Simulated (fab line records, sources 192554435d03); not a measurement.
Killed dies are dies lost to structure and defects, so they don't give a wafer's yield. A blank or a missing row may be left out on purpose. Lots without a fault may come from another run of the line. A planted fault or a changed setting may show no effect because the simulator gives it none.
fab line records | flow n5_finfet
record lots=5 wafers=13 last_day=18
route steps=1938 shown SDB@361 DUMMY_REMOVAL@377 HKMG_FIN@385 GATE_CUT@469 BEOL_M4@1111
lots that met no fault: from a run of the same line without faults
start_h: hours from the record's first day to the start of the lot's first wafer shown | wait_h: hours since the lot's step before | " the same as in the row above | L1.1+2: a row that stands for several wafers | - no value, or no start given | * or withheld: withheld | < > ~ a bound
route shown NAME@n: a module of which the file shows steps, and the number in the route of the first | usual: mean/standard deviation of fault-free wafers | same: alike in all rows | chamber/n: place in a boat | sites: the reading at each site | _std_site: their standard deviation | _edge_site: outer sites' mean less inner sites' | radius_mm: how far each site lies from the wafer's centre | mask NAME#n: copy n | behind: the tool/chamber that last shaped the wafer | hold: why the lot was held/for how many hours/how that ended | device: the transistor (n, p or np) that didn't switch | end of line: the same wafers' tests at the end of the route | a step without rows: its recipe alone | killed: dies lost to structure and defects at the first sort, not the wafer's yield | map: a wafer's dies, x killed, . not, _ none there
set.NAME: the setting as run; set.NAME@STEP: as run at that earlier step | model.NAME: the simulator's own value behind a step, which no gauge read
lots at some steps of the route; a table a step, a row a wafer
services: from which hour (start_h, from the record's first day; less than 0 if before it) a tool's chamber was out of use, for how many hours, and why
## steps
# step N5_SDB_ETCH_18
# recipe chemistry=N2/H2 target=SOC target_depth_a=1000 overetch_a=200 mask_material=SiARC temp_c=40 time_s=150 ion_energy_ev=200 pressure_mtorr=30 source_w=840 bias_w=150 n2_flow_sccm=200 h2_flow_sccm=200
# step N5_SDB_STRIP_19
# recipe chemistry=N2/H2 temp_c=40 n2_flow_sccm=200 h2_flow_sccm=200 rf_frequency_hz=6e+07
# step N5_SDB_STRIP_21
# recipe chemistry=CF4 resist=SiARC power_w=300 bias_power_w=75 pressure_mtorr=50 cf4_flow_sccm=150 rf_frequency_hz=6e+07
# step N5_SDB_HM_OPEN_20
# recipe chemistry=CH3F/O2 target=SiNx mask_material=SOC target_depth_a=240 stop_on=poly-Si over_etch_frac=0.4 ion_energy_ev=120 pressure_mtorr=30 source_w=395 bias_w=73 Ar_flow_sccm=150 CH3F_flow_sccm=30 O2_flow_sccm=20
# step N5_SDB_STRIP_22
# recipe chemistry=N2/H2 power_w=1000 temp_c=250 h2_frac=0.65 overash_fraction=0.3 pressure_mtorr=withheld n2_flow_sccm=1750 h2_flow_sccm=3250
# step N5_SDB_PRECLEAN_23
# recipe chemistry=dHF time_s=30 temp_c=25 dilution=withheld
# step N5_SDB_DUMMY_REMOVE_24
# recipe chemistry=TMAH temp_c=70 target=poly-Si stop_on=SiO2 target_depth_nm=142 conc_wt_pct=5 time_s=57 dry=ipa_marangoni rinse_time_s=30 rinse_temp_c=23
# step N5_SDB_ETCH_25
# recipe chemistry=C4F6/O2 target=SiO2 target_depth_a=100 time_s=3.3 ion_energy_ev=250 mask_material=SiNx pressure_mtorr=30 source_w=345 bias_w=185 Ar_flow_sccm=300 C4F6_flow_sccm=10 O2_flow_sccm=10
# step N5_SDB_CUT_ETCH_26
# recipe chemistry=HBr/Cl2/O2 target=Si target_depth_a=1296 bt_time_s=20 mask_material=SiNx time_s=51.8 ion_energy_ev=* bias_w=* pressure_mtorr=10 icp_w=800 HBr_flow_sccm=150 Cl2_flow_sccm=80 O2_flow_sccm=12
# step N5_SDB_PRECLEAN_38
# recipe chemistry=dHF time_s=10 dilution=750:1 temp_c=25
# step N5_SDB_PRECLEAN_39
# recipe chemistry=O3/DIW time_s=45 temp_c=22 o3_ppm=10
# step N5_SDB_SRD_28
# recipe dry=ipa_marangoni time_s=30 temp_c=23 rinse_liquid=diw
# step N5_SDB_ALD_29
# recipe material=SiNx target_thk_a=300 temp_c=400 ald_precursor_family=SiH2I2 ald_co_reactant=N2/H2-plasma pulse_time_s=1 ald_cycles=600 purge_time_s=2 co_reactant_purge_time_s=2 pressure_torr=2
# usual ald_cycles=600/0 heater_power_outer_w=525/53 heater_power_w=851/100 precursor_pulse_height_rel=1.000/0.019
# columns lot.wafer tool chamber start_h wait_h ald_cycles heater_power_outer_w heater_power_w precursor_pulse_height_rel model.SiNx_of_SDB_ALD_29.thk_nm
L283.1 ald_sin-03 2 73.99 0.1 600 478 743 1.001 29.8
L283.2 " 1 " " 600 536 829 1.019 30
L283.5 " 3 75.35 1.5 600 571 891 0.997 30
L300.3 ald_sin-03 2 175.38 0.0 687 497 788 1.006 34.2
L300.6 " 1 176.73 1.4 600 546 831 0.989 30
L301.1 ald_sin-03 1 183.05 0.0 687 547 860 1.011 34.2
L301.5 " 2 184.41 1.4 600 486 788 1.006 29.8
L304.1 ald_sin-03 2 198.98 0.0 687 490 781 0.952 34.4
L304.5 " 1 200.34 1.4 600 539 860 1.017 30
L304.6 " 2 " " 600 498 780 1.015 30
L305.2 ald_sin-04 2 210.35 0.0 600 508 868 1.015 30.2
L305.4 " 1 " " 600 612 955 1.004 30
L305.5 " 2 211.70 1.4 600 524 853 1.026 30
# step N5_SDB_CMP_30
# recipe stop_on=poly-Si t_overpolish_s=1.54 post_cmp_clean=alkaline_brush down_force_psi=4.1491 platen_rpm=51.796 pad_velocity_m_s=1.0306 target_thk_nm=30
# step N5_DUMMY_REMOVAL_HM_STRIP_01
# recipe chemistry=CH3F/O2 material=SiNx target_depth_a=40 stop_on=poly-Si time_s=6.8 over_etch_frac=0.3 ion_energy_ev=60 power_w=410 bias_w=29 Ar_flow_sccm=150 CH3F_flow_sccm=30 O2_flow_sccm=20
# step N5_DUMMY_REMOVAL_STRIP_10
# recipe chemistry=N2/H2 time_s=40 power_w=100 temp_c=40 pressure_mtorr=100 rf_frequency_hz=6e+07 bias_power_w=3 n2_flow_sccm=300 h2_flow_sccm=300
# step N5_DUMMY_REMOVAL_PRECLEAN_07
# recipe chemistry=dHF time_s=30 temp_c=25 dilution=withheld
# step N5_DUMMY_REMOVAL_DUMMY_REMOVE_02
# recipe chemistry=TMAH temp_c=70 target=poly-Si stop_on=SiO2 target_depth_nm=142 conc_wt_pct=5 time_s=57 dry=ipa_marangoni rinse_time_s=30 rinse_temp_c=23
# step N5_DUMMY_REMOVAL_PRECLEAN_08
# recipe chemistry=NF3:NH3 afs_cycles=2 temp_c=30 time_s=20 sublimation_temp_c=180 sublimation_time_s=60 pressure_torr=3 rf_power_w=30
# step N5_DUMMY_REMOVAL_PRECLEAN_04
# recipe chemistry=DHF time_s=37 temp_c=25 dilution=500:1
# step N5_DUMMY_REMOVAL_SRD_05
# recipe dry=ipa_marangoni do_ppb=5 time_s=30 temp_c=23 rinse_liquid=diw
# step N5_HKMG_FIN_IL_REGROW_00
# recipe material=SiO2 target_thk_a=7.5 chemistry=O3 temp_c=withheld time_s=30
# step N5_HKMG_FIN_HK_ALD_01
# recipe material=HfO2 target_thk_a=16 temp_c=withheld ald_precursor_family=HfCl4 ald_co_reactant=H2O pulse_time_s=3 purge_time_s=3 co_reactant_purge_time_s=2.5 co_reactant_pulse_time_s=0.3 ald_cycles=30
# step N5_HKMG_FIN_HK_ANNEAL_02
# recipe temp_c=700 time_s=30 ambient=N2 idle_temp_c=600 ramp_up_c_per_s=150 ramp_down_c_per_s=60 cool_to_c=600
# step N5_HKMG_FIN_ALD_74
# recipe material=La2O3 target_thk_a=5 temp_c=250 ald_precursor_family=La-Cp ald_co_reactant=O3 pulse_time_s=6 co_reactant_pulse_time_s=1 purge_time_s=3 co_reactant_purge_time_s=3
# step N5_HKMG_FIN_ALD_75
# recipe material=Al2O3 target_thk_a=10 temp_c=150 ald_precursor_family=TMA ald_co_reactant=H2O pulse_time_s=withheld co_reactant_pulse_time_s=1
# step N5_HKMG_FIN_COAT_41
# recipe resist=SOC temp_c=250 time_s=60 spin_rpm=1500 resist_thk_nm=300
# step N5_HKMG_FIN_COAT_42
# recipe resist=SiARC temp_c=220 time_s=60 spin_rpm=1500 resist_thk_nm=35
# step N5_HKMG_FIN_COAT_43
# recipe resist=CAR-ArF spin_rpm=1500 resist_thk_nm=90
# step N5_HKMG_FIN_EBR_45
# recipe solvent=PGMEA ebr_width_mm=1.5
# step N5_HKMG_FIN_SOFTBAKE_44
# recipe temp_c=110 time_s=60 resist=CAR-ArF
# step N5_HKMG_FIN_EXPOSE_46
# recipe mask_id=NDIPOLE na=1.35 source_shape=conventional sigma_outer=0.8 polarization=unpolarized dose_mj=40
# step N5_HKMG_FIN_PEB_47
# recipe peb_temp_c=withheld peb_time_s=60 resist=CAR-ArF
# step N5_HKMG_FIN_DEVELOP_48
# recipe develop_time_s=30 developer=TMAH resist=CAR-ArF rinse_liquid=diw dry=air_spin dev_temp_c=23
# step N5_HKMG_FIN_DESCUM_53
# recipe chemistry=O2 time_s=7.9 source_power_w=50 bias_power_w=20 pressure_mtorr=20 rf_frequency_hz=2.712e+07 temp_c=40 resist=CAR-ArF o2_flow_sccm=225
# step N5_HKMG_FIN_ETCH_54
# recipe chemistry=CF4 target=SiARC target_depth_a=455 mask_material=CAR-ArF time_s=75.8 ion_energy_ev=80 pressure_mtorr=40 source_w=545 bias_w=36 Ar_flow_sccm=100 cf4_flow_sccm=100 ends=cleared
# step N5_GATE_CUT_ETCH_58
# recipe chemistry=CH3F/O2 target=SiNx target_depth_a=170 time_s=128.6 ion_energy_ev=50 pressure_mtorr=30 source_w=415 bias_w=21 Ar_flow_sccm=150 CH3F_flow_sccm=30 O2_flow_sccm=20
# usual drypump_motor_current_A=5.5/0.38 oes_product_au=0.79/0.085 rf_vpp_V=99.2/0.97 showerhead_plenum_p_Torr=2.02/0.065 throttle_valve_pct=16.35/0.2
# columns lot.wafer tool chamber start_h wait_h drypump_motor_current_A oes_product_au rf_hours_counter_h rf_vpp_V showerhead_plenum_p_Torr throttle_valve_pct model.SiNx_of_SDB_ALD_29.thk_nm
L283.1 rie_diel-02 3 87.50 0.1 5.7 0.94 16 98.8 2.11 16.31 24.4
L283.2 " 2 " " 5.8 0.69 246 98.8 1.98 16.39 24.4
L283.5 " 1 " " 6.0 0.74 - 98.6 1.99 16.38 24.6
L300.3 rie_diel-06 2 189.01 0.1 6.1 0.77 133 98.9 1.98 16.22 26.2
L300.6 " 1 " " 5.4 0.86 - 98.6 1.95 16.52 24.4
L301.1 rie_diel-04 0 196.12 0.0 5.6 0.86 57 99.2 1.97 16.25 25.4
L301.5 " 3 " " 5.4 0.70 - 101.0 2.07 16.47 24.4
L304.1 rie_diel-04 2 212.47 0.0 5.7 0.72 175 98.2 1.91 16.31 23.8
L304.5 " 1 " " 5.0 0.67 - 99.1 1.96 16.60 24.6
L304.6 " 0 " " 5.6 0.85 - 99.1 1.96 16.26 24.6
L305.2 rie_diel-06 3 223.22 0.1 5.2 0.86 51 100.6 2.12 16.06 24.8
L305.4 " 1 " " 5.4 0.84 75 97.3 1.95 16.53 24.4
L305.5 " 3 " " 5.2 0.86 - 100.1 2.12 16.04 24.6
# step N5_BEOL_M4_RC_MEAS_101
# usual DIBL_N=37.5/2.5 DIBL_P=38/3.1 IOFF_N=0.19/0.059 IOFF_P=0.24/0.061 ION_N=679/16 ION_P=465/9.8 SS_N=72.0/0.8 SS_P=73.7/0.86 VT_N=248/4.5 VT_P=-249/3.5
# columns lot.wafer tool chamber start_h wait_h DIBL_N[mV/V] DIBL_P[mV/V] IOFF_N[nA/um] IOFF_P[nA/um] ION_N[uA/um] ION_P[uA/um] SS_N[mV/dec] SS_P[mV/dec] VT_N[mV] VT_P[mV]
L283.1 prober-02 0 169.76 0.0 37.1 39 0.19 0.25 682 466 71.6 73.0 248 -248
L283.2 " 0 " " 33.9 35 0.13 0.19 666 461 71.2 72.9 255 -249
L283.5 " 0 " " 38.0 40 0.21 0.28 687 466 72.3 73.5 247 -247
L300.3 prober-02 0 284.50 0.3 38.0 37 0.21 0.24 709 485 72.1 73.5 244 -247
L300.6 " 0 " " 41.0 39 0.30 0.28 675 459 74.9 75.2 246 -246
L301.1 prober-02 0 287.84 0.0 35.9 35 0.16 0.20 680 467 71.3 72.4 251 -252
L301.5 " 0 " " 37.6 37 0.19 0.24 690 466 71.6 73.2 246 -247
L304.1 prober-02 0 311.96 0.0 37.4 39 0.18 0.22 683 461 72.1 73.8 248 -250
L304.5 " 0 " " 33.9 35 0.13 0.18 666 458 71.2 73.1 251 -252
L304.6 " 0 " " 38.7 41 0.22 0.27 686 469 72.9 74.3 249 -248
L305.2 prober-02 0 317.28 0.2 30.9 31 0.10 0.14 652 455 71.1 71.5 255 -251
L305.4 " 0 " " 37.6 40 0.22 0.30 704 479 72.7 73.4 244 -245
L305.5 " 0 " " 32.4 35 0.13 0.20 667 470 71.5 73.3 251 -252
## services
# columns tool chamber start_h hours kind
ald_sin-03 - 86.14 14.0 pm
ald_sin-03 0 86.14 14.0 vent_cycle
ald_sin-03 1 86.14 14.0 vent_cycle
ald_sin-03 2 86.14 14.0 vent_cycle
ald_sin-03 3 86.14 14.0 vent_cycle
rie_diel-02 3 98.29 13.9 repair
rie_diel-02 - 99.37 0.4 repair
ald_sin-03 0 100.14 - clean
ald_sin-03 1 100.14 - clean
ald_sin-03 2 100.14 - clean
ald_sin-03 3 100.14 - clean
rie_diel-02 2 112.20 - clean
rie_diel-02 2 112.20 - consumable_replace:focus_ring
rie_diel-02 2 112.20 20.4 scheduled_down
rie_diel-02 2 112.20 20.4 vent_cycle
rie_diel-04 - 115.63 0.3 repair
ald_sin-03 - 142.68 6.1 pm
rie_diel-06 3 176.37 19.3 repair
ald_sin-04 - 176.75 14.0 pm
ald_sin-04 0 176.75 14.0 vent_cycle
ald_sin-04 1 176.75 14.0 vent_cycle
ald_sin-04 2 176.75 14.0 vent_cycle
ald_sin-03 2 218.60 4.8 repair
rie_diel-04 0 222.79 11.3 repair
## key
first_sign step=N5_SDB_ALD_29 reading=ald_cycles direction=up sigmas=99+ usual=* struck=*
effect none on later readings
model_effect step=N5_SDB_ALD_29 value=SiNx_of_SDB_ALD_29.thk_nm without=29.93 struck=34.27
model_effect step=N5_GATE_CUT_ETCH_58 value=SiNx_of_SDB_ALD_29.thk_nm without=24.47 struck=25.13
met_at N5_SDB_ALD_29
struck_wafers L300.3,L301.1,L304.1
onset_between 73.99 175.38
fault kind=process_parameter_drift tool=ald_sin-03 chamber=- onset_h=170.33 steps=N5_SDB_ALD_29 channel=ald_cycles offset=* shape=step end_h=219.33 scope=struck_wafers_only acts_in=* stated=*
